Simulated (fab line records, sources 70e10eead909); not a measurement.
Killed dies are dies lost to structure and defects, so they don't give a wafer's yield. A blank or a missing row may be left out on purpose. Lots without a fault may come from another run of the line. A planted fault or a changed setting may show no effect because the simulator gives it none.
Which tool did it? | flow nand_harc | 11 lots, 33 wafers sampled, at 5 steps of a route of 1159

WHAT THE GAUGES READ, wafer by wafer
NHARC_P_M0_CD_MEAS_09: target cd 90 nm.
lot  | measured     | on        | cd_nm (nm)
L343 | day 8 07:22  | cd_sem-03 | 88.9 89.1 90.2
L342 | day 8 07:56  | cd_sem-03 | 90.1 90.1 89.9
L340 | day 8 10:58  | cd_sem-02 | 90.2 89.2 90.0
L346 | day 8 22:10  | cd_sem-03 | 94.3 89.1 90.3
L345 | day 8 22:26  | cd_sem-03 | 93.5 89.9 90.2
L348 | day 9 03:01  | cd_sem-01 | 90.7 91.1 90.6
L351 | day 9 08:56  | cd_sem-02 | 94.0 89.3 89.6
L354 | day 9 18:16  | cd_sem-02 | 90.0 90.0 90.0
L358 | day 10 01:25 | cd_sem-01 | 90.1 90.0 90.2
L357 | day 10 02:00 | cd_sem-01 | 90.7 90.5 91.0
L360 | day 10 15:55 | cd_sem-02 | 90.6 90.2 89.7

WHICH TOOL RAN EACH LOT (tool, then ch and the chambers of the sampled wafers, then the start)
lot  | NHARC_P_CONTACT_ETCH_36                       | NHARC_P_CONTACT_ETCH_31                       | NHARC_P_CONTACT_DEGAS_38     | NHARC_P_M0_PEB_07
L343 | rie_diel-12 ch 0,1,2, day 8 02:34 or earlier  | rie_diel-12 ch 0,2,3, day 8 02:34 or earlier  | pvd_sputter-03, day 8 02:34  | litho_track-01 ch 0, day 8 07:17
L342 | rie_diel-12 ch 0,2, day 8 03:38 or earlier    | rie_diel-12 ch 0,1,2, day 8 03:38 or earlier  | pvd_sputter-01, day 8 03:38  | litho_track-06 ch 0, day 8 07:52
L340 | rie_diel-12 ch 0,1, day 8 08:43 or earlier    | rie_diel-12 ch 0,3, day 8 08:43 or earlier    | pvd_sputter-02, day 8 08:43  | litho_track-01 ch 0, day 8 10:53
L346 | rie_diel-12 ch 1,2, day 8 16:06 or earlier    | rie_diel-12 ch 2,3, day 8 16:06 or earlier    | pvd_sputter-02, day 8 16:06  | litho_track-01 ch 0, day 8 22:04
L345 | rie_diel-12 ch 1,2,3, day 8 16:30 or earlier  | rie_diel-12 ch 2,3, day 8 16:30 or earlier    | pvd_sputter-01, day 8 16:30  | litho_track-01 ch 0, day 8 22:21
L348 | rie_diel-12 ch 0,1, day 8 20:35 or earlier    | rie_diel-12 ch 1,2,3, day 8 20:35 or earlier  | pvd_sputter-03, day 8 20:35  | litho_track-04 ch 0, day 9 02:56
L351 | rie_diel-12 ch 0,2, day 9 05:08 or earlier    | rie_diel-12 ch 0,1,2, day 9 05:08 or earlier  | pvd_sputter-02, day 9 05:08  | litho_track-01 ch 0, day 9 08:51
L354 | rie_diel-01 ch 0,1,3, day 9 10:01 or earlier  | rie_diel-01 ch 0,1,2, day 9 10:01 or earlier  | pvd_sputter-03, day 9 10:01  | litho_track-06 ch 0, day 9 18:11
L358 | rie_diel-01 ch 0,1,3, day 9 20:42 or earlier  | rie_diel-01 ch 1,2,3, day 9 20:42 or earlier  | pvd_sputter-02, day 9 20:42  | litho_track-04 ch 0, day 10 01:20
L357 | rie_diel-12 ch 1,2,3, day 9 21:10 or earlier  | rie_diel-12 ch 0,3, day 9 21:10 or earlier    | pvd_sputter-02, day 9 21:10  | litho_track-04 ch 0, day 10 01:55
L360 | rie_diel-01 ch 0,1,3, day 10 13:31 or earlier | rie_diel-01 ch 0,2,3, day 10 13:31 or earlier | pvd_sputter-03, day 10 13:31 | litho_track-06 ch 0, day 10 15:51
- NHARC_P_CONTACT_ETCH_36: etches the open film in N2/H2, target depth 260 nm, time 406.25 s.
- NHARC_P_CONTACT_ETCH_31: etches the open film in CH3F/O2, target depth 30 nm, time 85.7 s.
- NHARC_P_CONTACT_DEGAS_38: time 60 s.
- NHARC_P_M0_PEB_07: peb time 65 s.

THE ANSWER, worked out from the rows above alone
Rule: what is usual is taken from the lots themselves. Put in order of their means at a reading, lots are off if they are a third of the lots or fewer, leave a main group of 4 or more, and stand apart from it by a gap of 3 or more times the standard deviation of the main group's means; of several such gaps the widest counts. A main group whose means are all the same, to the digits that the tables above print for the reading, isn't used. A lot without any number at a reading at which 4 lots or more have one is off too. The other lots that the step has rows for count as sound.
No lot is off at any reading shown: from this, nothing can be told.

WHAT THE SIMULATOR HAD PUT IN
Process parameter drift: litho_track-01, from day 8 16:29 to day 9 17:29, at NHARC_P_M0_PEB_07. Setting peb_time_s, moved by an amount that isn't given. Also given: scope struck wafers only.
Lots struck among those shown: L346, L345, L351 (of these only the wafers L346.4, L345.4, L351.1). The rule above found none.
